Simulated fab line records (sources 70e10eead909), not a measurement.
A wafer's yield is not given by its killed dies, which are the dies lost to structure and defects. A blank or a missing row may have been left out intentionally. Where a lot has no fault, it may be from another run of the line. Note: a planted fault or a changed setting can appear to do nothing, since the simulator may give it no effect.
A struck lot beside a sound one :: flow nand_harc :: 14 out of 1302 route steps
Sound: wafers L259.1, L259.4, L259.5. Struck: wafers L271.1, L271.2, L271.6. At the end, the cause is stated.
Each step with rows lists, per side, the tool, then ch with its chambers, then its first start. Under that, the readings that differ: sound wafers :: struck wafers :: difference of the means :: sigmas: that difference in standard deviations of wafers without a fault.
alike: readings with means less than 2 such deviations apart, plus words and numbers identical on both sides. not compared: withheld readings, readings lacking a value on some wafer, bounds such as >300 that could conceal the same value, and numbers that have no deviation in the record and whose values overlap.
Wherever a step has rows on one side only, a row that says differs or no value, or a row with sigmas, the two part there. Non-overlapping numbers with no deviation appear without sigmas and do not part them. A reading that every wafer of one side lacks parts them only if that side has two wafers or more.

NHARC_A_SOURCE_PLATE_THK_MEAS_06: measures by ellipsometry.
  sound: film_metro-02 at day 7 18:57; struck: film_metro-01 at day 12 11:03
  alike: thk_nm
NHARC_A_SOURCE_PLATE_INSPECT_08:
  sound: defect_inspect-01 at day 7 19:01; struck: defect_inspect-01 at day 12 11:07
  alike: raw_defect_count
following that, 1 step holds no rows for these wafers, namely NHARC_A_ONON_D1_DEP_00 (target thickness 1000 nm).
NHARC_A_ONON_D1_THK_MEAS_02: measures by ellipsometry.
  sound: film_metro-01 at day 7 19:35; struck: film_metro-01 at day 12 11:47
  alike: thk_nm
following that, 1 step holds no rows for these wafers, namely NHARC_A_ONON_D1_DEP_03 (target thickness 1000 nm).
NHARC_A_ONON_D1_THK_MEAS_05: measures by ellipsometry.
  sound: film_metro-02 at day 7 20:10; struck: film_metro-01 at day 12 12:28
  alike: thk_nm
following that, 1 step holds no rows for these wafers, namely NHARC_A_ONON_D1_DEP_06 (target thickness 1000 nm).
NHARC_A_ONON_D1_THK_MEAS_08: measures by ellipsometry.
  sound: film_metro-01 at day 7 20:43; struck: film_metro-01 at day 12 13:02
  alike: thk_nm
following that, 1 step holds no rows for these wafers, namely NHARC_A_ONON_D1_DEP_09 (target thickness 1000 nm).
NHARC_A_ONON_D1_THK_MEAS_11: measures by ellipsometry.
  sound: film_metro-02 at day 7 21:17; struck: film_metro-01 at day 12 13:36
  alike: thk_nm
NHARC_A_ONON_D1_DEP_12: target thk 1000 nm.
  sound on pecvd_onon-01 ch 0, day 7 21:20; struck on pecvd_onon-04 ch 0, day 12 13:39
NHARC_A_ONON_D1_THK_MEAS_14: measures by ellipsometry.
  sound: film_metro-02 at day 7 21:52; struck: film_metro-01 at day 12 14:11
reading: thk_nm (nm)
sound: 1007 1006 1009
struck: 900 901 900
difference: -107
sigmas: -12
then, 1 step without rows for these wafers: NHARC_A_ONON_D1_ANNEAL_15 (time 3600 s).
-- break in the record here, with 16 days between the starts of the struck wafers on either side (left off in module A_ONON_D1, picked up again in module END, where the first step shown is number 1302 on the route) --
NHARC_END_SORT_01:
  only the struck wafers appear in the record here, on prober-01 ch 0 at day 28 19:52; the sound ones have no rows

## WHERE THEY PART
Earliest at NHARC_A_ONON_D1_THK_MEAS_14; latest, in this record, at NHARC_END_SORT_01.

WHY: whatever the simulator had introduced
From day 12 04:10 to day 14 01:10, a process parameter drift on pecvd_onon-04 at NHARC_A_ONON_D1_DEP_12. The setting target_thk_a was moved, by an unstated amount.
